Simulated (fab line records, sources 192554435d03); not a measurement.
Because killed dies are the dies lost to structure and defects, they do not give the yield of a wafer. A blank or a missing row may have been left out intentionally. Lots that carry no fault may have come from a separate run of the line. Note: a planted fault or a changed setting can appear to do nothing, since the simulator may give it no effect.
fab line records + flow n5Finfet
[record]
- lots = 4
- wafers = 12
- lastDay = 16
route steps=1938 shown GATE_CUT@465 BEOL_M4@1111
lots that met no fault: from a run of the same line without faults
startH: hours from the record's first day to the start of the lot's first wafer shown + waitH: time in hours since the lot's previous step + " identical to the entry in the row above + L1.1+2: a single row standing in for several wafers + - no value, or no start given + * or withheld: withheld + < > ~ a bound
route shown NAME@n: NAME is a module with steps in the file, n the number in the route of the first one + usual: the fault-free wafers' mean and standard deviation + same: alike in all rows + chamber/n: place in a boat + sites: readings site by site + _std_site: their standard deviation + _edge_site: inner sites' mean taken away from outer sites' mean + radiusMm: how far each site lies from the wafer's centre + mask NAME#n: copy n + behind: the tool/chamber that last shaped the wafer + hold: the reason the lot was held/the length of the hold in hours/how it ended + device: transistor that didn't switch, given as n, p or np + end of line: tests run on the same wafers once the route is complete + step lacking rows: just its recipe + killed: not the wafer's yield, but the dies lost to structure and defects at the first sort + map: a wafer's dies, x killed, . not, _ none there
set.NAME: the setting that was run; set.NAME@STEP: the one run at that earlier step + model.NAME: the simulator's own value behind a step, which no gauge read
lots at some steps of the route; a table a step, a row a wafer
services: from which hour (startH, from the record's first day; less than 0 if before it) a tool's chamber was out of use, for how many hours, and why
[[steps]]
[step N5_GATE_CUT_ETCHBACK_00]
[recipe]
- chemistry = SF6/Cl2
- target = W
- pressureMtorr = 8
- icpW = 900
- biasW = 80
- SF6_flow_sccm = 40
- Cl2_flow_sccm = 60
[step N5_GATE_CUT_ETCH_56]
[recipe]
- chemistry = Cl2/Ar
- target = TiN
- targetDepthA = 216
- pressureMtorr = 10
- icpW = 600
- biasW = 60
- Cl2_flow_sccm = 40
- Ar_flow_sccm = 60
[step N5_GATE_CUT_ETCHBACK_30]
[recipe]
- chemistry = Cl2/Ar
- target = TiN
- targetDepthA = 30
- mode = isotropic
- pressureMtorr = 10
- icpW = 600
- biasW = 60
- Cl2_flow_sccm = 40
- Ar_flow_sccm = 60
[step N5_GATE_CUT_VAPOR_ETCH_60]
[recipe]
- chemistry = BCl3/Cl2
- target = HfO2
- mode = isotropic
[step N5_GATE_CUT_ETCH_58]
[recipe]
- chemistry = CH3F/O2
- target = SiNx
- targetDepthA = 170
- timeS = 128.6
- ionEnergyEv = 50
- pressureMtorr = 30
- sourceW = 415
- biasW = 21
- Ar_flow_sccm = 150
- CH3F_flow_sccm = 30
- O2_flow_sccm = 20
[step N5_GATE_CUT_STRIP_59]
[recipe]
- chemistry = N2/H2
- timeS = 20
- powerW = 100
- tempC = 40
- pressureMtorr = 100
- rfFrequencyHz = 6e+07
- biasPowerW = 3
- n2FlowSccm = 300
- h2FlowSccm = 300
[step N5_GATE_CUT_PRECLEAN_31]
[recipe]
- tempC = 23
- chemistry = DIW
- timeS = 300
[step N5_GATE_CUT_SRD_32]
[recipe]
- timeS = 30
- tempC = 23
- rinseLiquid = diw
- dry = ipaMarangoni
[step N5_GATE_CUT_SAC_CAP_01]
[recipe]
- material = SiNx
- targetThkA = 240
- tempC = 400
- aldPrecursorFamily = SiH2I2
- aldCoReactant = N2/H2-plasma
- pulseTimeS = 1
- aldCycles = 480
- purgeTimeS = 2
- coReactantPurgeTimeS = 2
- pressureTorr = 2
[step N5_GATE_CUT_PECVD_57]
[recipe]
- material = SiNx
- targetThkA = 210
- tempC = 400
- precursor = SiH4/NH3/N2
- pressureTorr = 1.5
- rfW = 300
[step N5_GATE_CUT_CMP_02]
[recipe]
- stopOn = SiO2
- tOverpolishS = 12.7
- postCmpClean = alkalineBrush
- downForcePsi = 2.5
- platenRpm = 51.8
- padVelocityMS = 1.0307
- targetThkNm = 0
[step N5_GATE_CUT_HM_DEP_46]
[recipe]
- material = SiO2
- targetThkA = 1300
- tempC = 400
- precursor = TEOS/O2
- pressureTorr = 6.5
- rfW = 900
- teosFlowSccm = 161.4
- gas = O2
- flowSccm = 2650
- timeS = 26.6
[usual]
- chamberPressureTorr = 6.502/0.017
- heaterPowerOuterW = 293/51
- heaterPowerW = 552/57
- showerheadPlenumPTorr = 8.364/0.026
- throttleValvePct = 18.8/1.2
| lot.wafer | tool     | chamber | startH | waitH | chamberPressureTorr | heaterPowerOuterW | heaterPowerW | showerheadPlenumPTorr | throttleValvePct | model.SiO2_of_GATE_CUT_HM_DEP_46.thkNm |
|-----------|----------|---------|--------|-------|---------------------|-------------------|--------------|-----------------------|------------------|----------------------------------------|
| L193.2    | pecvd-03 | 1       | 89.56  | 0.0   | 6.516               | 222               | 500          | 8.358                 | 18.7             | 129.2                                  |
| L193.3    | "        | 0       | "      | "     | 6.502               | 288               | 539          | 8.368                 | 20.5             | 127.4                                  |
| L193.6    | "        | 1       | "      | "     | 6.494               | 224               | 507          | 8.346                 | 18.7             | 129                                    |
| L203.2    | pecvd-03 | 0       | 146.45 | 0.0   | 6.512               | 285               | 558          | 8.386                 | 20.4             | 127.6                                  |
| L203.3    | "        | 2       | "      | "     | 6.496               | 260               | 479          | 8.361                 | 16.7             | 165.4                                  |
| L203.6    | "        | 0       | "      | "     | 6.506               | 288               | 539          | 8.403                 | 20.6             | 131.4                                  |
| L205.2    | pecvd-03 | 0       | 155.57 | 0.0   | 6.501               | 300               | 545          | 8.381                 | 20.5             | 125.6                                  |
| L205.5    | "        | 1       | "      | "     | 6.503               | 241               | 522          | 8.377                 | 18.4             | 164.2                                  |
| L205.6    | "        | 0       | "      | "     | 6.501               | 302               | 566          | 8.396                 | 20.6             | 130.8                                  |
| L209.2    | pecvd-02 | 0       | 178.59 | 0.0   | 6.491               | 290               | 546          | 8.313                 | 18.9             | 130.2                                  |
| L209.3    | "        | 2       | "      | "     | 6.504               | 279               | 531          | 8.358                 | 19.2             | 130.2                                  |
| L209.6    | "        | 2       | "      | "     | 6.505               | 281               | 537          | 8.389                 | 19.1             | 131.4                                  |
[step N5_GATE_CUT_COAT_34]
[recipe]
- resist = SOC
- tempC = 250
- timeS = 60
- spinRpm = 1500
- resistThkNm = 60
[step N5_GATE_CUT_COAT_35]
[recipe]
- resist = SiARC
- tempC = 220
- timeS = 60
- spinRpm = 1500
- resistThkNm = 10
[step N5_GATE_CUT_COAT_27]
[recipe]
- resist = underlayer
- tempC = 205
- timeS = 60
- spinRpm = 1500
- resistThkNm = 10
[step N5_GATE_CUT_COAT_07]
[recipe]
- resist = CAR-EUV
- spinRpm = 1500
- resistThkNm = 30
[step N5_GATE_CUT_EBR_09]
[recipe]
- solvent = PGMEA
- ebrWidthMm = 1.5
[step N5_GATE_CUT_SOFTBAKE_08]
[recipe]
- tempC = 110
- timeS = 60
- resist = CAR-EUV
[step N5_GATE_CUT_EXPOSE_10]
[recipe]
- maskId = GATE_CUT
- na = 0.33
- sourceShape = annular
- sigmaInner = 0.35
- sigmaOuter = 0.8
- polarization = unpolarized
- targetCdNm = 20
- doseMj = 43.25
[step N5_GATE_CUT_PEB_11]
[recipe]
- pebTempC = 100
- pebTimeS = 60
- resist = CAR-EUV
[step N5_GATE_CUT_DEVELOP_12]
[recipe]
- developTimeS = 30
- developer = TMAH
- resist = CAR-EUV
- rinseLiquid = surfactantRinse
- dry = airSpin
- devTempC = 23
[step N5_GATE_CUT_DESCUM_18]
[recipe]
- chemistry = O2
- timeS = 7
- sourcePowerW = 50
- biasPowerW = 20
- pressureMtorr = 20
- rfFrequencyHz = 2.712e+07
- tempC = 40
- resist = CAR-EUV
- o2FlowSccm = 225
[step N5_GATE_CUT_ETCH_28]
[recipe]
- chemistry = N2/H2
- target = underlayer
- targetDepthA = 130
- maskMaterial = CAR-EUV
- timeS = 10.4
- ionEnergyEv = 200
- pressureMtorr = 30
- sourceW = 840
- biasW = 150
- n2FlowSccm = 200
- h2FlowSccm = 200
- ends = cleared
[step N5_GATE_CUT_ETCH_36]
[recipe]
- chemistry = CF4
- target = SiARC
- targetDepthA = 130
- maskMaterial = CAR-EUV
- timeS = 21.7
- ionEnergyEv = 80
- pressureMtorr = 40
- sourceW = 545
- biasW = 36
- Ar_flow_sccm = 100
- cf4FlowSccm = 100
- ends = cleared
[step N5_GATE_CUT_ETCH_37]
[recipe]
- chemistry = N2/H2
- target = SOC
- targetDepthA = 600
- overetchA = 120
- maskMaterial = SiARC
- tempC = 40
- timeS = 90
- ionEnergyEv = 200
- pressureMtorr = 30
- sourceW = 840
- biasW = 150
- n2FlowSccm = 200
- h2FlowSccm = 200
[step N5_GATE_CUT_STRIP_38]
[recipe]
- chemistry = N2/H2
- tempC = 40
- n2FlowSccm = 200
- h2FlowSccm = 200
- rfFrequencyHz = 6e+07
[step N5_GATE_CUT_STRIP_39]
[recipe]
- chemistry = N2/H2
- tempC = 40
- n2FlowSccm = 200
- h2FlowSccm = 200
- rfFrequencyHz = 6e+07
[step N5_GATE_CUT_HM_OPEN_40]
[recipe]
- chemistry = C4F6/O2
- target = SiO2
- maskMaterial = SiARC
- targetDepthA = 1390
- timeS = 85.1
- ionEnergyEv = 250
- pressureMtorr = 30
- sourceW = 345
- biasW = 185
- Ar_flow_sccm = 300
- C4F6_flow_sccm = 10
- O2_flow_sccm = 10
- ends = cleared
[usual]
- drypumpMotorCurrentA = 5.8/0.51
- etchRfOnTimeS = 93.8/1.7
- oes_f_703_au = 0.74/0.06
- oesProductAu = 0.67/0.054
- rfVppV = 668/7
- showerheadPlenumPTorr = 2.83/0.078
- throttleValvePct = 21.05/0.25
| lot.wafer | tool       | chamber | startH | waitH | drypumpMotorCurrentA | etchRfOnTimeS | oes_f_703_au | oesProductAu | rfHoursCounterH | rfVppV | showerheadPlenumPTorr | throttleValvePct | model.etch.depthNm | model.SOC_of_GATE_CUT_COAT_34.thkNm |
|-----------|------------|---------|--------|-------|----------------------|---------------|--------------|--------------|-----------------|--------|-----------------------|------------------|--------------------|-------------------------------------|
| L193.2    | rieDiel-02 | 2       | 90.19  | 0.0   | 5.6                  | 93.5          | 0.78         | 0.69         | 107             | 677    | 2.87                  | 20.65            | 129.3              | 32.6                                |
| L193.3    | "          | 1       | "      | "     | 5.9                  | 92.5          | 0.71         | 0.64         | 236             | 662    | 2.70                  | 20.88            | 127.4              | 33.2                                |
| L193.6    | "          | 2       | "      | "     | 5.6                  | 92.3          | 0.79         | 0.70         | -               | 677    | 2.86                  | 20.66            | 129.1              | 32.8                                |
| L203.2    | rieDiel-04 | 2       | 147.07 | 0.0   | 5.5                  | 91.5          | 0.78         | 0.70         | 158             | 671    | 2.95                  | 20.93            | 127.6              | 33.2                                |
| L203.3    | "          | 3       | "      | "     | 5.7                  | 118.8         | 0.72         | 0.67         | 229             | 667    | 2.70                  | 21.32            | 165.3              | 25                                  |
| L203.6    | "          | 0       | "      | "     | 6.1                  | 94.8          | 0.73         | 0.66         | -               | 666    | 2.85                  | 21.11            | 131.5              | 32                                  |
| L205.2    | rieDiel-02 | 3       | 156.32 | 0.0   | 4.8                  | 90.0          | 0.76         | 0.67         | 179             | 662    | 2.85                  | 21.22            | 125.6              | 33.2                                |
| L205.5    | "          | 3       | "      | "     | 4.8                  | 117.6         | 0.76         | 0.70         | -               | 662    | 2.85                  | 21.21            | 164.2              | 25                                  |
| L205.6    | "          | 2       | "      | "     | 5.6                  | 93.7          | 0.76         | 0.69         | -               | 678    | 2.86                  | 20.67            | 130.8              | 32.6                                |
| L209.2    | rieDiel-02 | 1       | 179.22 | 0.0   | 5.9                  | 93.6          | 0.96         | 0.86         | 7               | 672    | 3.04                  | 20.60            | 130.1              | 32.8                                |
| L209.3    | "          | 2       | "      | "     | 5.6                  | 95.3          | 0.76         | 0.68         | 136             | 676    | 2.85                  | 20.69            | 130.3              | 32.6                                |
| L209.6    | "          | 3       | "      | "     | 4.7                  | 95.3          | 0.74         | 0.66         | -               | 662    | 2.84                  | 21.20            | 131.4              | 32.2                                |
[step N5_GATE_CUT_STRIP_41]
[recipe]
- chemistry = CF4
- resist = SiARC
- powerW = 300
- biasPowerW = 75
- pressureMtorr = 50
- cf4FlowSccm = 150
- rfFrequencyHz = 6e+07
[step N5_GATE_CUT_STRIP_42]
[recipe]
- chemistry = O2
- powerW = 400
- tempC = 40
- pressureMtorr = 30
- rfFrequencyHz = 6e+07
- biasPowerW = 0
- overashFraction = 0.3
- o2FlowSccm = 225
[step N5_GATE_CUT_ETCH_19]
[recipe]
- chemistry = CH3F/O2
- target = SiNx
- maskMaterial = SiO2
- targetDepthA = 537
- timeS = 76.7
- pressureMtorr = 30
- sourceW = 395
- biasW = 73
- Ar_flow_sccm = 150
- CH3F_flow_sccm = 30
- O2_flow_sccm = 20
- ionEnergyEv = 120
- ends = cleared
[step N5_GATE_CUT_CUT_ETCH_53]
[recipe]
- chemistry = SF6/Cl2
- target = W
- maskMaterial = SiO2
- targetDepthA = 792
- pressureMtorr = 8
- icpW = 900
- biasW = 80
- SF6_flow_sccm = 40
- Cl2_flow_sccm = 60
- ends = cleared
[step N5_GATE_CUT_CUT_ETCH_54]
[recipe]
- chemistry = Cl2/BCl3
- target = TiN
- maskMaterial = SiO2
- targetDepthA = 967
- pressureMtorr = 10
- icpW = 1000
- biasW = 126
- Cl2_flow_sccm = 53.25
- bcl3FlowSccm = 21.75
- Ar_flow_sccm = 25
- ends = cleared
[step N5_GATE_CUT_CUT_ETCH_55]
[recipe]
- chemistry = BCl3
- target = HfO2
- maskMaterial = SiO2
- targetDepthA = 32
- ionEnergyEv = 30
- pressureMtorr = 5
- icpW = 450
- biasW = 18
- bcl3FlowSccm = 80
[step N5_GATE_CUT_ETCH_47]
[recipe]
- chemistry = Cl2/BCl3
- target = SiO2
- targetDepthA = 100
- pressureMtorr = 10
- icpW = 1000
- biasW = 126
- Cl2_flow_sccm = 53.25
- bcl3FlowSccm = 21.75
- Ar_flow_sccm = 25
[step N5_GATE_CUT_VAPOR_ETCH_48]
[recipe]
- chemistry = BCl3/Cl2
- target = TiN
- mode = isotropic
[step N5_GATE_CUT_VAPOR_ETCH_49]
[recipe]
- chemistry = BCl3/Cl2
- target = TiAlC
- mode = isotropic
[step N5_GATE_CUT_VAPOR_ETCH_51]
[recipe]
- chemistry = BCl3/Cl2
- target = HfO2
- mode = isotropic
[step N5_GATE_CUT_THK_MEAS_24]
[recipe]
- reads = SiO2_of_GATE_CUT_HM_DEP_46+SiO2_flowable_of_ILD0_FCVD_FILL_01
[usual]
- GC_FILL_THK = 219.8/1.7
| lot.wafer | tool         | chamber | startH | waitH | GC_FILL_THK[nm] |
|-----------|--------------|---------|--------|-------|-----------------|
| L193.2    | filmMetro-02 | -       | 93.21  | -     | 220.0           |
| L193.3    | "            | -       | "      | "     | 217.9           |
| L193.6    | "            | -       | "      | "     | 219.0           |
| L203.2    | filmMetro-01 | -       | 149.53 | -     | 217.9           |
| L203.3    | "            | -       | "      | "     | 255.0           |
| L203.6    | "            | -       | "      | "     | 221.8           |
| L205.2    | filmMetro-01 | -       | 158.77 | -     | 216.3           |
| L205.5    | "            | -       | "      | "     | 254.7           |
| L205.6    | "            | -       | "      | "     | 220.9           |
| L209.2    | filmMetro-02 | -       | 181.68 | -     | 219.5           |
| L209.3    | "            | -       | "      | "     | 220.8           |
| L209.6    | "            | -       | "      | "     | 222.3           |
[step N5_GATE_CUT_CMP_43]
[recipe]
- material = SiO2
- postCmpClean = rinseOnly
[usual]
- motorCurrentA = 11.3/1.3
- slurryFlowMlMin = 150.0/0.49
| lot.wafer | tool   | chamber | startH | waitH | motorCurrentA | slurryFlowMlMin | model.SiO2_of_GATE_CUT_HM_DEP_46.thkNm |
|-----------|--------|---------|--------|-------|---------------|-----------------|----------------------------------------|
| L193.2    | cmp-01 | 0       | 93.23  | 0.0   | 9.5           | 150.4           | 5                                      |
| L193.3    | "      | 1       | "      | "     | 12.1          | 149.8           | 4.8                                    |
| L193.6    | "      | 0       | "      | "     | 9.7           | 150.4           | 5                                      |
| L203.2    | cmp-04 | 2       | 149.72 | 0.2   | 9.4           | 149.4           | 4.8                                    |
| L203.3    | "      | 0       | "      | "     | 13.6          | 149.5           | 6.6                                    |
| L203.6    | "      | 1       | "      | "     | 11.1          | 150.6           | 5                                      |
| L205.2    | cmp-04 | 0       | 158.88 | 0.1   | 13.6          | 150.0           | 4.8                                    |
| L205.6    | "      | 3       | "      | "     | 10.3          | 150.3           | 5                                      |
| L205.5    | "      | 0       | "      | "     | 12.3          | 149.3           | 6.6                                    |
| L209.2    | cmp-04 | 3       | 181.78 | 0.1   | 10.3          | 150.0           | 5                                      |
| L209.3    | "      | 0       | "      | "     | 12.9          | 150.2           | 5                                      |
| L209.6    | "      | 3       | "      | "     | 10.6          | 150.1           | 5                                      |
[step N5_BEOL_M4_RC_MEAS_101]
[usual]
- DIBL_N = 36.3/1.2
- DIBL_P = 36.3/1.4
- IOFF_N = 0.157/0.02
- IOFF_P = 0.22/0.033
- ION_N = 675/9.6
- ION_P = 465/8.2
- SS_N = 71.4/0.45
- SS_P = 73.3/0.54
- VT_N = 249.8/2.5
- VT_P = -249/3.2
| lot.wafer | tool      | chamber | startH | waitH | DIBL_N[mV/V] | DIBL_P[mV/V] | IOFF_N[nA/um] | IOFF_P[nA/um] | ION_N[uA/um] | ION_P[uA/um] | SS_N[mV/dec] | SS_P[mV/dec] | VT_N[mV] | VT_P[mV] |
|-----------|-----------|---------|--------|-------|--------------|--------------|---------------|---------------|--------------|--------------|--------------|--------------|----------|----------|
| L193.2    | prober-01 | 0       | 170.50 | 0.2   | 35.8         | 36.7         | 0.144         | 0.20          | 680          | 466          | 71.1         | 72.8         | 248.4    | -251     |
| L193.3    | "         | 0       | "      | "     | 36.6         | 38.0         | 0.160         | 0.22          | 666          | 462          | 71.2         | 72.9         | 247.8    | -250     |
| L193.6    | "         | 0       | "      | "     | 36.8         | 38.0         | 0.165         | 0.22          | 686          | 470          | 71.8         | 73.0         | 248.4    | -251     |
| L203.2    | prober-02 | 0       | 251.37 | 0.2   | 38.1         | 36.5         | 0.183         | 0.24          | 686          | 469          | 71.5         | 73.5         | 248.7    | -246     |
| L203.3    | "         | 0       | "      | "     | 35.5         | 33.5         | 0.134         | 0.19          | 676          | 458          | 70.9         | 72.8         | 252.8    | -252     |
| L203.6    | "         | 0       | "      | "     | 35.0         | 33.1         | 0.132         | 0.19          | 673          | 465          | 70.6         | 72.4         | 249.1    | -251     |
| L205.2    | prober-01 | 0       | 269.58 | 0.2   | 37.1         | 37.2         | 0.183         | 0.26          | 688          | 473          | 71.0         | 73.9         | 245.6    | -246     |
| L205.5    | "         | 0       | "      | "     | 36.2         | 36.6         | 0.171         | 0.24          | 686          | 474          | 70.9         | 73.2         | 247.6    | -247     |
| L205.6    | "         | 0       | "      | "     | 36.9         | 37.6         | 0.184         | 0.25          | 689          | 471          | 71.5         | 73.6         | 245.5    | -246     |
| L209.2    | prober-02 | 0       | 274.16 | 0.2   | 36.7         | 36.3         | 0.167         | 0.20          | 687          | 466          | 71.1         | 73.6         | 250.2    | -249     |
| L209.3    | "         | 0       | "      | "     | 36.1         | 36.5         | 0.162         | 0.21          | 669          | 458          | 71.9         | 73.6         | 249.7    | -248     |
| L209.6    | "         | 0       | "      | "     | 35.6         | 35.0         | 0.143         | 0.19          | 670          | 458          | 71.8         | 73.0         | 249.7    | -251     |
[[services]]
| tool       | chamber | startH | hours | kind                          |
|------------|---------|--------|-------|-------------------------------|
| pecvd-03   | 1       | 73.19  | 2.1   | scheduledDown                 |
| cmp-01     | -       | 79.11  | 4.0   | pm                            |
| cmp-01     | -       | 83.11  | -     | consumableReplace:conditioner |
| cmp-01     | -       | 83.11  | -     | consumableReplace:pad         |
| pecvd-02   | 2       | 85.12  | 2.1   | scheduledDown                 |
| rieDiel-02 | 3       | 86.41  | 11.3  | repair                        |
| rieDiel-04 | 3       | 97.35  | 10.8  | repair                        |
| rieDiel-04 | -       | 100.48 | 4.0   | repair                        |
| pecvd-02   | -       | 106.83 | 2.8   | pm                            |
| cmp-04     | -       | 108.90 | 1.5   | repair                        |
| cmp-01     | -       | 122.73 | 1.6   | repair                        |
| cmp-01     | -       | 132.47 | 1.0   | repair                        |
| rieDiel-02 | 1       | 137.73 | -     | clean                         |
| rieDiel-02 | 1       | 137.73 | -     | consumableReplace:focusRing   |
| rieDiel-02 | 1       | 137.73 | -     | consumableReplace:showerhead  |
| rieDiel-02 | -       | 139.51 | 0.9   | repair                        |
| pecvd-02   | 0       | 142.29 | 5.6   | repair                        |
| cmp-01     | -       | 151.87 | 0.2   | repair                        |
| pecvd-03   | -       | 165.20 | 5.5   | pm                            |
| pecvd-03   | 1       | 174.37 | 5.5   | scheduledDown                 |
[[key]]
[firstSign]
- step = N5_GATE_CUT_HM_OPEN_40
- reading = etchRfOnTimeS
- direction = up
- sigmas = 14
- usual = *
- struck = *
[effect]
- step = N5_GATE_CUT_THK_MEAS_24
- reading = GC_FILL_THK
- direction = up
- sigmas = 20
- usual = 219.8
- struck = 254.9
[modelEffect]
- step = N5_GATE_CUT_HM_DEP_46
- value = SiO2_of_GATE_CUT_HM_DEP_46.thkNm
- without = 128.6
- struck = 164.8
[modelEffect]
- step = N5_GATE_CUT_HM_OPEN_40
- value = etch.depthNm
- without = 128.6
- struck = 164.8
[modelEffect]
- step = N5_GATE_CUT_CMP_43
- value = SiO2_of_GATE_CUT_HM_DEP_46.thkNm
- without = 5
- struck = 6.6
metAt N5_GATE_CUT_HM_DEP_46
struckWafers L203.3,L205.5
onsetBetween 89.56 146.45
[fault]
- kind = processParameterDrift
- tool = pecvd-03
- chamber = -
- onsetH = 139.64
- steps = N5_GATE_CUT_HM_DEP_46
- channel = timeS
- offset = *
- shape = step
- endH = 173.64
- scope = struckWafersOnly
- actsIn = *
- stated = *
